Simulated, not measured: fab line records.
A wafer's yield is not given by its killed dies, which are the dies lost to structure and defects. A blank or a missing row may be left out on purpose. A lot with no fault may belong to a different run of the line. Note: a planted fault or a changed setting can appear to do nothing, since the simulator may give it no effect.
A struck lot beside a sound one -- flow n5 finfet -- 38 out of 1938 route steps
Sound: wafers L118.1, L118.3, L118.4. Struck: wafer L131.5 (L131.2, L131.6, from the same lot, were not struck and are left out); the cause is given at the end.
Each step with rows lists, per side, the tool, then ch with its chambers, then its first start. Under that, the readings that differ: sound wafers -- struck wafers -- difference of the means -- sigmas: that difference in standard deviations of wafers without a fault.
alike: readings with means less than 2 such deviations apart, plus words and numbers identical on both sides. not compared: withheld readings, readings lacking a value on some wafer, bounds such as >300 that could conceal the same value, and numbers that have no deviation in the record and whose values overlap.
The two part at a step that has a row with sigmas, a row that says differs or no value, or rows on one side only. Numbers that don't overlap but have no deviation are shown without sigmas and don't part them. Lack of a reading on every wafer of one side parts them only where that side has two or more wafers.

first, 8 steps without rows for these wafers: N5_BEOL_M3_ECD_50 (material Cu, target thk 300 nm); N5_BEOL_M3_ANNEAL_51 (time 90 s); N5_BEOL_M3_CMP_52 (polishes, stops on SiOC, t overpolish 6.8 s, target thk 40 nm); N5_BEOL_M3_PRE_CLEAN_60 (time 15 s); N5_BEOL_M3_CO_CAP_55 (material Co, precursor CCTBA/H2, target thk 2 nm, time 102.1 s); N5_BEOL_M3_PRE_CLEAN_56 (time 15 s); N5_BEOL_M3_DEP_57 (deposits SiCN from 3MS/NH3, target thk 8 nm, time 14 s); N5_BEOL_M4_ILD_DEP_00 (deposits SiOC from DEMS/O2, target thk 79 nm, time 15.3 s).
N5_BEOL_M4_PECVD_72: deposits SiO2 from TEOS/O2, target thk 16 nm, time 18 s.
  sound on pecvd-02 ch 0,2, day 8 11:51; struck on pecvd-02 ch 1, day 12 01:04
reading,sound,struck,difference,sigmas
heater power w (W),815 757 763,556,-222,-3
model.SiO2_of_BEOL_M4_PECVD_72.thk nm (nm),15.8 16 16,21.8,+5.9,
  alike: showerhead plenum p Torr, throttle valve pct
then, 25 steps without rows for these wafers: N5_BEOL_M4_HM_DEP_02 (deposits TiN, target thk 20 nm); N5_BEOL_M4_COAT_61 (time 60 s, resist thk 60 nm); N5_BEOL_M4_COAT_62 (time 60 s, resist thk 12 nm); N5_BEOL_M4_COAT_73 (time 60 s, resist thk 5 nm); N5_BEOL_M4_COAT_05 (resist thk 30 nm); N5_BEOL_M4_EBR_07; N5_BEOL_M4_SOFTBAKE_06 (time 60 s); N5_BEOL_M4_EXPOSE_08 (exposes mask M4); N5_BEOL_M4_PEB_09 (peb time 60 s); N5_BEOL_M4_DEVELOP_10 (develop time 30 s); N5_BEOL_M4_DESCUM_16 (chemistry O2, time 7 s); N5_BEOL_M4_ETCH_74 (etches underlayer in N2/H2, target depth 6.5 nm, time 5.2 s); N5_BEOL_M4_ETCH_63 (etches SiARC in CF4, target depth 15.6 nm, time 26 s); N5_BEOL_M4_ETCH_64 (etches SOC in N2/H2, target depth 75 nm, overetch 22.5 nm, time 121.9 s); N5_BEOL_M4_STRIP_65 (strips in N2/H2); N5_BEOL_M4_STRIP_75 (strips in N2/H2); N5_BEOL_M4_STRIP_66 (strips in CF4); N5_BEOL_M4_HM_OPEN_17 (chemistry Cl2/BCl3, target TiN, target depth 20 nm, overetch 6 nm); N5_BEOL_M4_STRIP_19 (strips in O2); N5_BEOL_M4_COAT_67 (time 60 s, resist thk 60 nm); N5_BEOL_M4_COAT_68 (time 60 s, resist thk 12 nm); N5_BEOL_M4_COAT_76 (time 60 s, resist thk 5 nm); N5_BEOL_M4_COAT_22 (resist thk 30 nm); N5_BEOL_M4_EBR_24; N5_BEOL_M4_SOFTBAKE_23 (time 60 s).
N5_BEOL_M4_HM_STRIP_39: strips TiN in peroxide tin strip, target depth 25 nm, time 158 s.
  sound on wet bench-04 ch 3,4,5, day 8 19:35; struck on wet bench-01 ch 6, day 12 10:16
reading,sound,struck,difference,sigmas
model.SiO2_of_BEOL_M4_PECVD_72.thk nm (nm),15.6 15.8 15.8,21.6,+5.9,
N5_BEOL_M4_CMP_52: polishes, stops on SiOC, t overpolish 6.8 s, target thk 40 nm.
  sound on cmp-03 ch 0,1,3, day 8 23:38; struck on cmp-03 ch 3, day 12 13:31
reading,sound,struck,difference,sigmas
barrier field endpoint s (s),24.3 25.0 24.5,31.7,+7.1,+14
  alike: motor current A
N5_BEOL_M4_RC_MEAS_101:
  sound on prober-02 ch 0, day 9 00:18; struck on prober-01 ch 0, day 12 14:28
  alike: DIBL_N, DIBL_P, IOFF_N, IOFF_P, ION_N, ION_P, SS_N, SS_P, VT_N, VT_P
-- a jump in the record: the struck wafers' starts before and after are 5 days apart (it breaks off in module BEOL_M4 and resumes in module PASSIVATION, where the first step shown is number 1936 of the route) --
N5_PASSIVATION_PROBE_49:
  struck on prober-02, day 17 04:32; sound on prober-02, day 13 06:28
reading,sound,struck,difference,sigmas
killed at contacts,6 7 8,28,+21,+3
  alike: defect limited yield, killed_at_M0_to_M3, killed_at_M4_up, killed at front end, killed at other, killed dies, killed open, killed short, sort_bin_5_function, sort_bin_6_memory, sort n pass, sort yield pct

## WHERE THEY PART
At N5_BEOL_M4_PECVD_72 first; at N5_PASSIVATION_PROBE_49 last (within this record only).

WHY: the cause the simulator had injected
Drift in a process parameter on pecvd-02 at N5_BEOL_M4_PECVD_72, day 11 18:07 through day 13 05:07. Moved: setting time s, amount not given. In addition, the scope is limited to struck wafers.
